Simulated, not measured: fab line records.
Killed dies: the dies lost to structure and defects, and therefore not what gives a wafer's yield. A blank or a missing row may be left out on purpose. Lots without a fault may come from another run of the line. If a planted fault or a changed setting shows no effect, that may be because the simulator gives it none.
Struck lot and sound lot, side by side / flow n5Finfet / 17 out of 1938 route steps
Sound: the wafers L653.1, L653.3, L653.4. Struck: wafer L657.3 (L657.2, L657.4, from the same lot, were not struck and are left out); the cause is given at the end.
For every step that has rows: the tool of each side, followed by ch and its chambers, followed by its first start. Under that, the readings that differ: sound wafers / struck wafers / difference of the means / sigmas: that difference in standard deviations of wafers without a fault.
alike: readings whose means differ by less than 2 such deviations, and words and numbers that are the same on both sides. not compared: withheld readings, readings that some wafer has no value for, bounds like >300 that may hide the same value, and numbers for which the record gives no deviation and whose values overlap.
A row with sigmas, a row that says differs or no value, or rows on one side alone: a step with any of these is where the two part. Numbers that don't overlap but have no deviation are shown without sigmas and don't part them. A reading that every wafer of one side lacks parts them only if that side has two wafers or more.

N5_BEOL_M0_SAQP_INSPECT_16: inspects for defects (brightfield).
  sound on defectInspect-01 at day 5 17:53; struck on defectInspect-02 at day 6 13:14
  alike: rawDefectCount
N5_BEOL_M0_SAQP_DESCUM_19: chemistry O2, time 7.9 s.
  sound on rieDiel-01 ch 0,1,2, day 5 17:55; struck on rieDiel-04 ch 2, day 6 13:16
reading=drypumpMotorCurrentA (A); sound=5.2 5.0 5.8; struck=6.2; difference=+0.9; sigmas=+2
reading=rfHoursCounterH (h); sound=111 240 53; struck=35; difference=-100; sigmas=
  alike: o2FlowSccm, oesProductAu, rfVppV, showerheadPlenumPTorr, throttleValvePct
N5_BEOL_M0_SAQP_ETCH_83: etches SiARC in CF4, target depth 39 nm, time 65 s.
  sound on rieDiel-01 ch 0,1,2, day 5 17:58; struck on rieDiel-04 ch 2, day 6 13:18
reading=drypumpMotorCurrentA (A); sound=5.2 4.9 5.8; struck=6.2; difference=+0.9; sigmas=+2
reading=rfHoursCounterH (h); sound=111 240 53; struck=35; difference=-100; sigmas=
  alike: etchRfOnTimeS, oesProductAu, rfVppV, showerheadPlenumPTorr, throttleValvePct
then, 4 steps without rows for these wafers: N5_BEOL_M0_SAQP_ETCH_84 (etches SOC in N2/H2, target depth 100 nm, overetch 20 nm, time 150 s); N5_BEOL_M0_SAQP_STRIP_80 (strips in N2/H2); N5_BEOL_M0_SAQP_HM_OPEN_112 (chemistry CHF3/O2, target SiO2, stops on a-Si, target depth 12 nm, time 13.5 s); N5_BEOL_M0_SAQP_STRIP_113 (strips in CHF3/O2).
N5_BEOL_M0_SAQP_MANDREL_ETCH_20: etches a-Si in HBr/Cl2, stops on SiNx, target depth 60 nm, bt time 10 s, time 30 s.
  sound on rieSi-02 ch 0,1,2, day 5 18:12; struck on rieSi-05 ch 3, day 6 13:32
reading=drypumpMotorCurrentA (A); sound=5.7 5.7 5.4; struck=6.5; difference=+0.9; sigmas=+2
reading=rfHoursCounterH (h); sound=39 141 178; struck=29; difference=-90; sigmas=
reading=throttleValvePct (%); sound=35.0 35.4 35.3; struck=36.3; difference=+1.1; sigmas=+3
  alike: oesProductAu
N5_BEOL_M0_SAQP_STRIP_86: strips in N2/H2.
  sound on rieDiel-01 ch 0,2,3, day 5 18:19; struck on rieDiel-04 ch 2, day 6 13:38
reading=drypumpMotorCurrentA (A); sound=5.2 5.0 5.6; struck=6.3; difference=+1.0; sigmas=+3
reading=rfHoursCounterH (h); sound=111 240 129; struck=35; difference=-125; sigmas=
  alike: n2FlowSccm, oesProductAu, rfVppV, showerheadPlenumPTorr, throttleValvePct
then, 2 steps without rows for these wafers: N5_BEOL_M0_SAQP_STRIP_115 (strips in post etch residue remover, time 60 s); N5_BEOL_M0_SAQP_SRD_93 (time 30 s).
N5_BEOL_M0_SAQP_RECESS_114: chemistry HF/NH3, target SiO2, target depth 14.4 nm, afs cycles 3, sublimation time 60 s.
  sound on vaporEtch-01 ch 0,1, day 5 18:26; struck on vaporEtch-02 ch 1, day 6 13:46
reading=drypumpMotorCurrentA (A); sound=5.4 5.4 5.4; struck=6.2; difference=+0.8; sigmas=+3
  alike: forelinePTorr
N5_BEOL_M0_SAQP_SPACER1_ALD_98: deposits SiO2, target thk 12.8 nm, pulse time 1 s, purge time 2 s.
  sound on aldSin-02 ch 0,2,3, day 5 18:49; struck on aldSin-03 ch 3, day 6 14:10
reading=aldCycles; sound=138 138 138; struck=131; difference=-7; sigmas=
reading=model.SiO2_of_BEOL_M0_SAQP_SPACER1_ALD_98.thkNm (nm); sound=12.8 12.8 12.8; struck=12; difference=-1; sigmas=
  alike: heaterPowerW, precursorPulseHeightRel
then, 1 step without rows for these wafers: N5_BEOL_M0_SAQP_SPACER1_ETCHBACK_99 (etches SiO2 in CHF3/O2, target depth 15.4 nm, time 7.7 s).
N5_BEOL_M0_SAQP_MANDREL1_REMOVE_100: chemistry HBr/Cl2/O2, target a-Si, stops on SiNx, bt time 10 s.
  sound on rieSi-06 ch 0,2,3, day 5 19:23; struck on rieSi-06 ch 3, day 6 14:43
reading=model.BEOL_M0_SAQP.cdNm (nm); sound=13 13 12.8; struck=12.2; difference=-0.7; sigmas=
reading=model.SiO2_of_BEOL_M0_SAQP_SPACER1_ALD_98.thkNm (nm); sound=7.4 7.4 7.4; struck=6.8; difference=-0.6; sigmas=
  alike: drypumpMotorCurrentA, oesProductAu, throttleValvePct
  not compared: rfHoursCounterH
N5_BEOL_M0_SAQP_CD_MEAS_25: the cd target is 13.1 nm.
  sound on cdSem-03 ch 0, day 5 19:30; struck on cdSem-01 ch 0, day 6 14:50
reading=cdNm (nm); sound=12.65 13.12 13.28; struck=12.05; difference=-0.97; sigmas=-4
-- here the record skips 3 days between the struck wafers' starts before and after, leaving off in module BEOL_M0_SAQP and picking up in module BEOL_M4 (first step shown: number 1111 of the route) --
N5_BEOL_M4_RC_MEAS_101:
  sound on prober-01 ch 0, day 8 10:00; struck on prober-02 ch 0, day 9 03:25
  alike: DIBL_N, DIBL_P, IOFF_N, IOFF_P, ION_N, ION_P, SS_N, SS_P, VT_N, VT_P

## WHERE THEY PART
First at N5_BEOL_M0_SAQP_DESCUM_19; last, within this record, at N5_BEOL_M0_SAQP_CD_MEAS_25. Later steps at which nothing parts them and some readings are alike: N5_BEOL_M4_RC_MEAS_101.

WHY: what had been put in by the simulator
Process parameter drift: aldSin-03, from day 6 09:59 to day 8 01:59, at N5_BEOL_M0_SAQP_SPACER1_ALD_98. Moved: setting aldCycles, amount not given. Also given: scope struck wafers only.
